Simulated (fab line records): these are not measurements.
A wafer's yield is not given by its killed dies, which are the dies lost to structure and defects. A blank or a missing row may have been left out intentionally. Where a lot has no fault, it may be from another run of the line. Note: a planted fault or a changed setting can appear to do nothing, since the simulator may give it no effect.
Which tool is to blame? :: flow n5-finfet :: 72 wafers from 24 lots sampled at 6 of the route's 1938 steps

== WHAT EACH GAUGE READ, for each wafer ==
N5_BEOL_M10_INSPECT_58: inspects for defects (darkfield). Usual: raw-defect-count at 73, with a standard deviation of 25.
lot: L074
measured: day 10 19:08
on: defect-inspect-02
raw-defect-count: 55 62 75
flag: 

lot: L075
measured: day 11 00:43
on: defect-inspect-01
raw-defect-count: 73 58 74
flag: 

lot: L076
measured: day 12 00:04
on: defect-inspect-01
raw-defect-count: 52 36 66
flag: 

lot: L078
measured: day 11 23:15
on: defect-inspect-01
raw-defect-count: 77 75 103
flag: 

lot: L081
measured: day 12 06:11
on: defect-inspect-02
raw-defect-count: 72 86 71
flag: 

lot: L079
measured: day 12 10:43
on: defect-inspect-02
raw-defect-count: 42 58 48
flag: 

lot: L080
measured: day 12 10:00
on: defect-inspect-02
raw-defect-count: 54 74 54
flag: 

lot: L077
measured: day 12 12:43
on: defect-inspect-02
raw-defect-count: 55 53 93
flag: 

lot: L082
measured: day 12 13:16
on: defect-inspect-01
raw-defect-count: 102 99 106
flag: 

lot: L083
measured: day 12 18:09
on: defect-inspect-02
raw-defect-count: 104 111 147
flag: 

lot: L084
measured: day 13 01:14
on: defect-inspect-01
raw-defect-count: 138 72 60
flag: 

lot: L085
measured: day 13 07:25
on: defect-inspect-01
raw-defect-count: 50 43 109
flag: 

lot: L086
measured: day 13 18:06
on: defect-inspect-01
raw-defect-count: 77 86 94
flag: 

lot: L087
measured: day 13 18:19
on: defect-inspect-02
raw-defect-count: 43 59 74
flag: 

lot: L088
measured: day 14 06:50
on: defect-inspect-01
raw-defect-count: 101 44 45
flag: 

lot: L089
measured: day 14 17:07
on: defect-inspect-01
raw-defect-count: 82 44 77
flag: 

lot: L091
measured: day 14 19:20
on: defect-inspect-02
raw-defect-count: 85 80 66
flag: 

lot: L090
measured: day 15 08:08
on: defect-inspect-02
raw-defect-count: 68 64 101
flag: 

lot: L093
measured: day 15 06:44
on: defect-inspect-01
raw-defect-count: 89 61 112
flag: 

lot: L092
measured: day 15 08:14
on: defect-inspect-02
raw-defect-count: 55 79 57
flag: 

lot: L094
measured: day 15 13:26
on: defect-inspect-02
raw-defect-count: 83 78 83
flag: 

lot: L095
measured: day 16 08:03
on: defect-inspect-02
raw-defect-count: 96 44 64
flag: 

lot: L096
measured: day 16 15:09
on: defect-inspect-02
raw-defect-count: 62 56 47
flag: 

lot: L097
measured: day 16 14:11
on: defect-inspect-02
raw-defect-count: 38 42 45
flag: 

N5_BEOL_M11_CD_MEAS_18: pitch 140 nm, target cd 70 nm. Usual: cd-nm at 70.6 nm, with a standard deviation of 0.81.
lot: L074
measured: day 10 23:18
on: cd-sem-03
cd-nm (nm): 68.7 70.6 70.4
flag: 

lot: L075
measured: day 11 05:23
on: cd-sem-02
cd-nm (nm): 69.6 69.3 70.8
flag: 

lot: L076
measured: day 12 03:52
on: cd-sem-03
cd-nm (nm): 69.5 70.8 70.8
flag: 

lot: L078
measured: day 12 01:17
on: cd-sem-03
cd-nm (nm): 71.4 69.7 70.8
flag: 

lot: L081
measured: day 12 09:14
on: cd-sem-03
cd-nm (nm): 71.7 71.9 70.1
flag: 

lot: L079
measured: day 12 13:02
on: cd-sem-01
cd-nm (nm): 71.4 70.9 70.7
flag: 

lot: L080
measured: day 12 12:51
on: cd-sem-01
cd-nm (nm): 68.8 70.8 70.0
flag: 

lot: L077
measured: day 12 15:17
on: cd-sem-03
cd-nm (nm): 71.3 70.7 70.5
flag: 

lot: L082
measured: day 12 17:46
on: cd-sem-02
cd-nm (nm): 70.6 69.9 69.8
flag: 

lot: L083
measured: day 12 23:22
on: cd-sem-03
cd-nm (nm): 67.9 69.6 70.2
flag: 

lot: L084
measured: day 13 03:47
on: cd-sem-02
cd-nm (nm): 70.8 71.9 71.0
flag: 

lot: L085
measured: day 13 09:56
on: cd-sem-02
cd-nm (nm): 71.8 70.7 70.7
flag: 

lot: L086
measured: day 13 20:43
on: cd-sem-03
cd-nm (nm): 70.2 70.3 70.8
flag: 

lot: L087
measured: day 13 20:55
on: cd-sem-03
cd-nm (nm): 70.3 71.1 70.0
flag: 

lot: L088
measured: day 14 09:16
on: cd-sem-02
cd-nm (nm): 70.7 69.6 70.3
flag: 

lot: L089
measured: day 14 18:50
on: cd-sem-02
cd-nm (nm): 71.3 70.1 69.2
flag: 

lot: L091
measured: day 14 23:56
on: cd-sem-01
cd-nm (nm): 70.9 69.5 70.7
flag: 

lot: L090
measured: day 15 12:08
on: cd-sem-01
cd-nm (nm): 72.1 71.0 69.5
flag: 

lot: L093
measured: day 15 08:44
on: cd-sem-03
cd-nm (nm): 70.8 71.3 70.6
flag: 

lot: L092
measured: day 15 11:43
on: cd-sem-02
cd-nm (nm): 70.2 70.1 71.9
flag: 

lot: L094
measured: day 15 15:47
on: cd-sem-02
cd-nm (nm): 69.9 71.7 69.9
flag: 

lot: L095
measured: day 16 10:08
on: cd-sem-03
cd-nm (nm): 70.1 70.7 70.3
flag: 

lot: L096
measured: day 16 19:26
on: cd-sem-01
cd-nm (nm): 70.0 70.6 70.0
flag: 

lot: L097
measured: day 16 19:17
on: cd-sem-02
cd-nm (nm): 71.0 71.4 71.1
flag: 

== WHAT TOOL EACH LOT RAN ON (gives the tool, then ch and the chambers of the sampled wafers, and finally the start) ==
lot: L074
N5_BEOL_M9_SURFACE_TREAT_79: pvd-sputter-02, day 10 05:59
N5_BEOL_M10_CURE_71: uv-cure-01 ch 1, day 10 07:29
N5_BEOL_M10_STRIP_67: rie-diel-04 ch 1,2,3, day 10 12:19
N5_BEOL_M10_CURE_72: uv-cure-02 ch 2, day 10 13:58

lot: L075
N5_BEOL_M9_SURFACE_TREAT_79: pvd-sputter-03, day 10 12:38
N5_BEOL_M10_CURE_71: uv-cure-01 ch 0, day 10 14:15
N5_BEOL_M10_STRIP_67: rie-diel-06 ch 1,3, day 10 18:46
N5_BEOL_M10_CURE_72: uv-cure-03 ch 2, day 10 22:23

lot: L076
N5_BEOL_M9_SURFACE_TREAT_79: pvd-sputter-01, day 11 15:14
N5_BEOL_M10_CURE_71: uv-cure-01 ch 2, day 11 16:31
N5_BEOL_M10_STRIP_67: rie-diel-06 ch 1,2,3, day 11 19:09
N5_BEOL_M10_CURE_72: uv-cure-01 ch 0, day 11 21:17

lot: L078
N5_BEOL_M9_SURFACE_TREAT_79: pvd-sputter-01, day 11 15:17
N5_BEOL_M10_CURE_71: uv-cure-03 ch 1, day 11 16:57
N5_BEOL_M10_STRIP_67: rie-diel-06 ch 1,3, day 11 19:31
N5_BEOL_M10_CURE_72: uv-cure-03 ch 1, day 11 21:11

lot: L081
N5_BEOL_M9_SURFACE_TREAT_79: pvd-sputter-03, day 11 19:05
N5_BEOL_M10_CURE_71: uv-cure-03 ch 0, day 11 21:58
N5_BEOL_M10_STRIP_67: rie-diel-02 ch 0,2,3, day 12 00:11
N5_BEOL_M10_CURE_72: uv-cure-03 ch 1, day 12 03:26

lot: L079
N5_BEOL_M9_SURFACE_TREAT_79: pvd-sputter-03, day 11 22:43
N5_BEOL_M10_CURE_71: uv-cure-01 ch 2, day 12 00:38
N5_BEOL_M10_STRIP_67: rie-diel-04 ch 0,2,3, day 12 04:11
N5_BEOL_M10_CURE_72: uv-cure-01 ch 0, day 12 07:59

lot: L080
N5_BEOL_M9_SURFACE_TREAT_79: pvd-sputter-03, day 12 02:12
N5_BEOL_M10_CURE_71: uv-cure-01 ch 2, day 12 03:51
N5_BEOL_M10_STRIP_67: rie-diel-06 ch 0,2,3, day 12 05:41
N5_BEOL_M10_CURE_72: uv-cure-01 ch 2, day 12 07:26

lot: L077
N5_BEOL_M9_SURFACE_TREAT_79: pvd-sputter-03, day 12 04:26
N5_BEOL_M10_CURE_71: uv-cure-02 ch 1, day 12 06:01
N5_BEOL_M10_STRIP_67: rie-diel-02 ch 0,1,3, day 12 08:27
N5_BEOL_M10_CURE_72: uv-cure-01 ch 1, day 12 09:49

lot: L082
N5_BEOL_M9_SURFACE_TREAT_79: pvd-sputter-03, day 12 04:34
N5_BEOL_M10_CURE_71: uv-cure-02 ch 0, day 12 06:41
N5_BEOL_M10_STRIP_67: rie-diel-06 ch 1,2,3, day 12 08:45
N5_BEOL_M10_CURE_72: uv-cure-02 ch 2, day 12 10:25

lot: L083
N5_BEOL_M9_SURFACE_TREAT_79: pvd-sputter-01, day 12 08:30
N5_BEOL_M10_CURE_71: uv-cure-02 ch 1, day 12 09:53
N5_BEOL_M10_STRIP_67: rie-diel-02 ch 2,3, day 12 12:29
N5_BEOL_M10_CURE_72: uv-cure-02 ch 2, day 12 13:53

lot: L084
N5_BEOL_M9_SURFACE_TREAT_79: pvd-sputter-03, day 12 13:02
N5_BEOL_M10_CURE_71: uv-cure-01 ch 1, day 12 14:32
N5_BEOL_M10_STRIP_67: rie-diel-06 ch 0,3, day 12 18:07
N5_BEOL_M10_CURE_72: uv-cure-01 ch 0, day 12 22:12

lot: L085
N5_BEOL_M9_SURFACE_TREAT_79: pvd-sputter-01, day 12 23:31
N5_BEOL_M10_CURE_71: uv-cure-02 ch 1, day 13 02:04
N5_BEOL_M10_STRIP_67: rie-diel-06 ch 0,1, day 13 03:31
N5_BEOL_M10_CURE_72: uv-cure-02 ch 1, day 13 05:04

lot: L086
N5_BEOL_M9_SURFACE_TREAT_79: pvd-sputter-01, day 13 09:58
N5_BEOL_M10_CURE_71: uv-cure-03 ch 0, day 13 11:21
N5_BEOL_M10_STRIP_67: rie-diel-04 ch 0,3, day 13 13:35
N5_BEOL_M10_CURE_72: uv-cure-03 ch 0, day 13 15:19

lot: L087
N5_BEOL_M9_SURFACE_TREAT_79: pvd-sputter-01, day 13 10:14
N5_BEOL_M10_CURE_71: uv-cure-01 ch 2, day 13 11:43
N5_BEOL_M10_STRIP_67: rie-diel-04 ch 1,2,3, day 13 13:52
N5_BEOL_M10_CURE_72: uv-cure-02 ch 2, day 13 15:23

lot: L088
N5_BEOL_M9_SURFACE_TREAT_79: pvd-sputter-03, day 13 22:31
N5_BEOL_M10_CURE_71: uv-cure-03 ch 0, day 13 23:58
N5_BEOL_M10_STRIP_67: rie-diel-02 ch 1,2, day 14 01:57
N5_BEOL_M10_CURE_72: uv-cure-03 ch 1, day 14 03:49

lot: L089
N5_BEOL_M9_SURFACE_TREAT_79: pvd-sputter-02, day 14 06:19
N5_BEOL_M10_CURE_71: uv-cure-02 ch 2, day 14 07:45
N5_BEOL_M10_STRIP_67: rie-diel-02 ch 0,2,3, day 14 09:47
N5_BEOL_M10_CURE_72: uv-cure-02 ch 0, day 14 13:59

lot: L091
N5_BEOL_M9_SURFACE_TREAT_79: pvd-sputter-01, day 14 06:40
N5_BEOL_M10_CURE_71: uv-cure-03 ch 1, day 14 08:39
N5_BEOL_M10_STRIP_67: rie-diel-06 ch 0,1,2, day 14 14:23
N5_BEOL_M10_CURE_72: uv-cure-01 ch 2, day 14 16:09

lot: L090
N5_BEOL_M9_SURFACE_TREAT_79: pvd-sputter-02, day 14 15:06
N5_BEOL_M10_CURE_71: uv-cure-02 ch 1, day 14 17:58
N5_BEOL_M10_STRIP_67: rie-diel-02 ch 2,3, day 14 23:31
N5_BEOL_M10_CURE_72: uv-cure-01 ch 2, day 15 02:28

lot: L093
N5_BEOL_M9_SURFACE_TREAT_79: pvd-sputter-02, day 14 18:19
N5_BEOL_M10_CURE_71: uv-cure-02 ch 2, day 14 20:22
N5_BEOL_M10_STRIP_67: rie-diel-02 ch 0,1, day 14 23:46
N5_BEOL_M10_CURE_72: uv-cure-03 ch 2, day 15 02:17

lot: L092
N5_BEOL_M9_SURFACE_TREAT_79: pvd-sputter-02, day 14 18:21
N5_BEOL_M10_CURE_71: uv-cure-01 ch 2, day 14 20:28
N5_BEOL_M10_STRIP_67: rie-diel-04 ch 1,2,3, day 14 23:50
N5_BEOL_M10_CURE_72: uv-cure-02 ch 2, day 15 02:40

lot: L094
N5_BEOL_M9_SURFACE_TREAT_79: pvd-sputter-03, day 15 06:29
N5_BEOL_M10_CURE_71: uv-cure-03 ch 0, day 15 07:59
N5_BEOL_M10_STRIP_67: rie-diel-06 ch 1,3, day 15 09:44
N5_BEOL_M10_CURE_72: uv-cure-03 ch 0, day 15 11:14

lot: L095
N5_BEOL_M9_SURFACE_TREAT_79: pvd-sputter-01, day 15 22:03
N5_BEOL_M10_CURE_71: uv-cure-03 ch 1, day 16 00:10
N5_BEOL_M10_STRIP_67: rie-diel-04 ch 1,2,3, day 16 03:28
N5_BEOL_M10_CURE_72: uv-cure-03 ch 0, day 16 04:48

lot: L096
N5_BEOL_M9_SURFACE_TREAT_79: pvd-sputter-03, day 16 04:35
N5_BEOL_M10_CURE_71: uv-cure-02 ch 0, day 16 06:05
N5_BEOL_M10_STRIP_67: rie-diel-04 ch 0,1, day 16 08:41
N5_BEOL_M10_CURE_72: uv-cure-02 ch 0, day 16 13:13

lot: L097
N5_BEOL_M9_SURFACE_TREAT_79: pvd-sputter-01, day 16 04:57
N5_BEOL_M10_CURE_71: uv-cure-01 ch 2, day 16 06:29
N5_BEOL_M10_STRIP_67: rie-diel-06 ch 1,3, day 16 09:13
N5_BEOL_M10_CURE_72: uv-cure-02 ch 0, day 16 12:13
- N5_BEOL_M9_SURFACE_TREAT_79
- N5_BEOL_M10_CURE_71: cures SiCOH lowk, time 240 s.
- N5_BEOL_M10_STRIP_67: strips in CF4.
- N5_BEOL_M10_CURE_72: cures SiCOH lowk, time 120 s.

== AS READ BY THE TOOLS THEMSELVES (means over the sampled wafers that have a number; for cases with no such wafer, the mark the record gives instead) ==
N5_BEOL_M10_CURE_71. Usual: lamp-power-pct 52.31 %, standard deviation 0.056; wafer_temp_C_max 386.6, standard deviation 0.45.
lot: L074
tool: uv-cure-01
lamp-power-pct (%): 52.29
wafer_temp_C_max: 386.4
flag: 

lot: L075
tool: uv-cure-01
lamp-power-pct (%): 52.27
wafer_temp_C_max: 387.2
flag: 

lot: L076
tool: uv-cure-01
lamp-power-pct (%): 52.28
wafer_temp_C_max: 386.7
flag: 

lot: L078
tool: uv-cure-03
lamp-power-pct (%): 52.30
wafer_temp_C_max: 386.4
flag: 

lot: L081
tool: uv-cure-03
lamp-power-pct (%): 52.33
wafer_temp_C_max: 386.7
flag: 

lot: L079
tool: uv-cure-01
lamp-power-pct (%): 52.29
wafer_temp_C_max: 386.3
flag: 

lot: L080
tool: uv-cure-01
lamp-power-pct (%): 52.31
wafer_temp_C_max: 386.4
flag: 

lot: L077
tool: uv-cure-02
lamp-power-pct (%): 52.37
wafer_temp_C_max: 386.5
flag: 

lot: L082
tool: uv-cure-02
lamp-power-pct (%): 52.31
wafer_temp_C_max: 386.4
flag: 

lot: L083
tool: uv-cure-02
lamp-power-pct (%): 52.28
wafer_temp_C_max: 386.5
flag: 

lot: L084
tool: uv-cure-01
lamp-power-pct (%): 52.33
wafer_temp_C_max: 386.5
flag: 

lot: L085
tool: uv-cure-02
lamp-power-pct (%): 52.35
wafer_temp_C_max: 386.7
flag: 

lot: L086
tool: uv-cure-03
lamp-power-pct (%): 52.29
wafer_temp_C_max: 387.0
flag: 

lot: L087
tool: uv-cure-01
lamp-power-pct (%): 52.31
wafer_temp_C_max: 386.0
flag: 

lot: L088
tool: uv-cure-03
lamp-power-pct (%): 52.29
wafer_temp_C_max: 386.4
flag: 

lot: L089
tool: uv-cure-02
lamp-power-pct (%): 52.28
wafer_temp_C_max: 386.0
flag: 

lot: L091
tool: uv-cure-03
lamp-power-pct (%): 52.29
wafer_temp_C_max: 386.5
flag: 

lot: L090
tool: uv-cure-02
lamp-power-pct (%): 52.36
wafer_temp_C_max: 386.7
flag: 

lot: L093
tool: uv-cure-02
lamp-power-pct (%): 52.31
wafer_temp_C_max: 385.7
flag: 

lot: L092
tool: uv-cure-01
lamp-power-pct (%): 52.34
wafer_temp_C_max: 386.1
flag: 

lot: L094
tool: uv-cure-03
lamp-power-pct (%): 52.34
wafer_temp_C_max: 386.5
flag: 

lot: L095
tool: uv-cure-03
lamp-power-pct (%): 52.28
wafer_temp_C_max: 386.9
flag: 

lot: L096
tool: uv-cure-02
lamp-power-pct (%): 52.33
wafer_temp_C_max: 386.6
flag: 

lot: L097
tool: uv-cure-01
lamp-power-pct (%): 52.31
wafer_temp_C_max: 386.3
flag: 

N5_BEOL_M10_STRIP_67. Usual: drypump-motor-current-A 6.0 A, standard deviation 0.48; oes-product-au 0.80 a.u., standard deviation 0.08; rf-vpp-V 271.3 V, standard deviation 1.5; showerhead-plenum-p-Torr 1.80 Torr, standard deviation 0.064; throttle-valve-pct 13.50 %, standard deviation 0.18.
lot: L074
tool: rie-diel-04
drypump-motor-current-A (A): 5.9
oes-product-au (a.u.): 0.89
rf-vpp-V (V): 273.0
showerhead-plenum-p-Torr (Torr): 1.87
throttle-valve-pct (%): 13.27
flag: 

lot: L075
tool: rie-diel-06
drypump-motor-current-A (A): 6.0
oes-product-au (a.u.): 0.79
rf-vpp-V (V): 270.0
showerhead-plenum-p-Torr (Torr): 1.78
throttle-valve-pct (%): 13.50
flag: 

lot: L076
tool: rie-diel-06
drypump-motor-current-A (A): 5.7
oes-product-au (a.u.): 0.75
rf-vpp-V (V): 270.8
showerhead-plenum-p-Torr (Torr): 1.80
throttle-valve-pct (%): 13.60
flag: 

lot: L078
tool: rie-diel-06
drypump-motor-current-A (A): 5.9
oes-product-au (a.u.): 0.77
rf-vpp-V (V): 270.4
showerhead-plenum-p-Torr (Torr): 1.78
throttle-valve-pct (%): 13.52
flag: 

lot: L081
tool: rie-diel-02
drypump-motor-current-A (A): 6.2
oes-product-au (a.u.): 0.87
rf-vpp-V (V): 270.6
showerhead-plenum-p-Torr (Torr): 1.75
throttle-valve-pct (%): 13.46
flag: 

lot: L079
tool: rie-diel-04
drypump-motor-current-A (A): 5.9
oes-product-au (a.u.): 0.85
rf-vpp-V (V): 273.2
showerhead-plenum-p-Torr (Torr): 1.89
throttle-valve-pct (%): 13.43
flag: 

lot: L080
tool: rie-diel-06
drypump-motor-current-A (A): 5.9
oes-product-au (a.u.): 0.73
rf-vpp-V (V): 271.2
showerhead-plenum-p-Torr (Torr): 1.82
throttle-valve-pct (%): 13.63
flag: 

lot: L077
tool: rie-diel-02
drypump-motor-current-A (A): 6.3
oes-product-au (a.u.): 0.82
rf-vpp-V (V): 270.1
showerhead-plenum-p-Torr (Torr): 1.75
throttle-valve-pct (%): 13.54
flag: 

lot: L082
tool: rie-diel-06
drypump-motor-current-A (A): 5.7
oes-product-au (a.u.): 0.75
rf-vpp-V (V): 271.1
showerhead-plenum-p-Torr (Torr): 1.80
throttle-valve-pct (%): 13.60
flag: 

lot: L083
tool: rie-diel-02
drypump-motor-current-A (A): 6.5
oes-product-au (a.u.): 0.94
rf-vpp-V (V): 270.8
showerhead-plenum-p-Torr (Torr): 1.76
throttle-valve-pct (%): 13.42
flag: 

lot: L084
tool: rie-diel-06
drypump-motor-current-A (A): 6.4
oes-product-au (a.u.): 0.73
rf-vpp-V (V): 271.8
showerhead-plenum-p-Torr (Torr): 1.83
throttle-valve-pct (%): 13.59
flag: 

lot: L085
tool: rie-diel-06
drypump-motor-current-A (A): 6.2
oes-product-au (a.u.): 0.74
rf-vpp-V (V): 270.4
showerhead-plenum-p-Torr (Torr): 1.78
throttle-valve-pct (%): 13.55
flag: 

lot: L086
tool: rie-diel-04
drypump-motor-current-A (A): 5.9
oes-product-au (a.u.): 0.84
rf-vpp-V (V): 273.7
showerhead-plenum-p-Torr (Torr): 1.88
throttle-valve-pct (%): 13.44
flag: 

lot: L087
tool: rie-diel-04
drypump-motor-current-A (A): 5.9
oes-product-au (a.u.): 0.85
rf-vpp-V (V): 272.4
showerhead-plenum-p-Torr (Torr): 1.87
throttle-valve-pct (%): 13.33
flag: 

lot: L088
tool: rie-diel-02
drypump-motor-current-A (A): 6.1
oes-product-au (a.u.): 0.83
rf-vpp-V (V): 271.9
showerhead-plenum-p-Torr (Torr): 1.79
throttle-valve-pct (%): 13.47
flag: 

lot: L089
tool: rie-diel-02
drypump-motor-current-A (A): 6.1
oes-product-au (a.u.): 0.83
rf-vpp-V (V): 270.1
showerhead-plenum-p-Torr (Torr): 1.74
throttle-valve-pct (%): 13.50
flag: 

lot: L091
tool: rie-diel-06
drypump-motor-current-A (A): 5.7
oes-product-au (a.u.): 0.80
rf-vpp-V (V): 270.1
showerhead-plenum-p-Torr (Torr): 1.76
throttle-valve-pct (%): 13.43
flag: 

lot: L090
tool: rie-diel-02
drypump-motor-current-A (A): 6.5
oes-product-au (a.u.): 0.89
rf-vpp-V (V): 271.2
showerhead-plenum-p-Torr (Torr): 1.75
throttle-valve-pct (%): 13.47
flag: 

lot: L093
tool: rie-diel-02
drypump-motor-current-A (A): 6.0
oes-product-au (a.u.): 0.72
rf-vpp-V (V): 270.1
showerhead-plenum-p-Torr (Torr): 1.73
throttle-valve-pct (%): 13.62
flag: 

lot: L092
tool: rie-diel-04
drypump-motor-current-A (A): 5.8
oes-product-au (a.u.): 0.83
rf-vpp-V (V): 273.0
showerhead-plenum-p-Torr (Torr): 1.86
throttle-valve-pct (%): 13.35
flag: 

lot: L094
tool: rie-diel-06
drypump-motor-current-A (A): 6.2
oes-product-au (a.u.): 0.75
rf-vpp-V (V): 271.6
showerhead-plenum-p-Torr (Torr): 1.83
throttle-valve-pct (%): 13.65
flag: 

lot: L095
tool: rie-diel-04
drypump-motor-current-A (A): 5.9
oes-product-au (a.u.): 0.81
rf-vpp-V (V): 272.9
showerhead-plenum-p-Torr (Torr): 1.86
throttle-valve-pct (%): 13.37
flag: 

lot: L096
tool: rie-diel-04
drypump-motor-current-A (A): 5.8
oes-product-au (a.u.): 0.81
rf-vpp-V (V): 271.1
showerhead-plenum-p-Torr (Torr): 1.81
throttle-valve-pct (%): 13.43
flag: 

lot: L097
tool: rie-diel-06
drypump-motor-current-A (A): 6.2
oes-product-au (a.u.): 0.74
rf-vpp-V (V): 271.5
showerhead-plenum-p-Torr (Torr): 1.83
throttle-valve-pct (%): 13.67
flag: 

N5_BEOL_M10_CURE_72. Usual: lamp-power-pct 52.31 %, standard deviation 0.052; wafer_temp_C_max 371.5, standard deviation 0.6.
lot: L074
tool: uv-cure-02
lamp-power-pct (%): 52.25
wafer_temp_C_max: 370.7
flag: 

lot: L075
tool: uv-cure-03
lamp-power-pct (%): 52.35
wafer_temp_C_max: 372.2
flag: 

lot: L076
tool: uv-cure-01
lamp-power-pct (%): 52.34
wafer_temp_C_max: 372.4
flag: 

lot: L078
tool: uv-cure-03
lamp-power-pct (%): 52.31
wafer_temp_C_max: 371.5
flag: 

lot: L081
tool: uv-cure-03
lamp-power-pct (%): 52.30
wafer_temp_C_max: 371.5
flag: 

lot: L079
tool: uv-cure-01
lamp-power-pct (%): 52.35
wafer_temp_C_max: 372.0
flag: 

lot: L080
tool: uv-cure-01
lamp-power-pct (%): 52.30
wafer_temp_C_max: 371.6
flag: 

lot: L077
tool: uv-cure-01
lamp-power-pct (%): 52.27
wafer_temp_C_max: 371.5
flag: 

lot: L082
tool: uv-cure-02
lamp-power-pct (%): 52.28
wafer_temp_C_max: 371.2
flag: 

lot: L083
tool: uv-cure-02
lamp-power-pct (%): 52.30
wafer_temp_C_max: 371.2
flag: 

lot: L084
tool: uv-cure-01
lamp-power-pct (%): 52.35
wafer_temp_C_max: 372.9
flag: 

lot: L085
tool: uv-cure-02
lamp-power-pct (%): 52.30
wafer_temp_C_max: 371.5
flag: 

lot: L086
tool: uv-cure-03
lamp-power-pct (%): 52.26
wafer_temp_C_max: 371.2
flag: 

lot: L087
tool: uv-cure-02
lamp-power-pct (%): 52.37
wafer_temp_C_max: 370.5
flag: 

lot: L088
tool: uv-cure-03
lamp-power-pct (%): 52.28
wafer_temp_C_max: 371.3
flag: 

lot: L089
tool: uv-cure-02
lamp-power-pct (%): 52.29
wafer_temp_C_max: 371.3
flag: 

lot: L091
tool: uv-cure-01
lamp-power-pct (%): 52.32
wafer_temp_C_max: 371.1
flag: 

lot: L090
tool: uv-cure-01
lamp-power-pct (%): 52.36
wafer_temp_C_max: 371.4
flag: 

lot: L093
tool: uv-cure-03
lamp-power-pct (%): 52.31
wafer_temp_C_max: 372.5
flag: 

lot: L092
tool: uv-cure-02
lamp-power-pct (%): 52.28
wafer_temp_C_max: 370.9
flag: 

lot: L094
tool: uv-cure-03
lamp-power-pct (%): 52.31
wafer_temp_C_max: 371.8
flag: 

lot: L095
tool: uv-cure-03
lamp-power-pct (%): 52.26
wafer_temp_C_max: 371.6
flag: 

lot: L096
tool: uv-cure-02
lamp-power-pct (%): 52.33
wafer_temp_C_max: 371.7
flag: 

lot: L097
tool: uv-cure-02
lamp-power-pct (%): 52.31
wafer_temp_C_max: 371.3
flag: 

== THE ANSWER, worked out from the rows above alone ==
Rule: take the mean of a lot's wafers that have a number; if it is more than 3 standard deviations from the usual mean, the lot is off. Also off: a lot with no number at a reading for which 4 or more lots have one. The other lots that the step has rows for count as sound. Order of review: gauges by route order, followed by the tools' own readings, for which a lot's mean as printed above is used. The first step at which some lot is off is used, and at that step the reading that is off furthest; a lot without a number counts as furthest.
No lot is off at any reading shown: from this, nothing can be told.

== WHAT THE SIMULATOR HAD PUT IN ==
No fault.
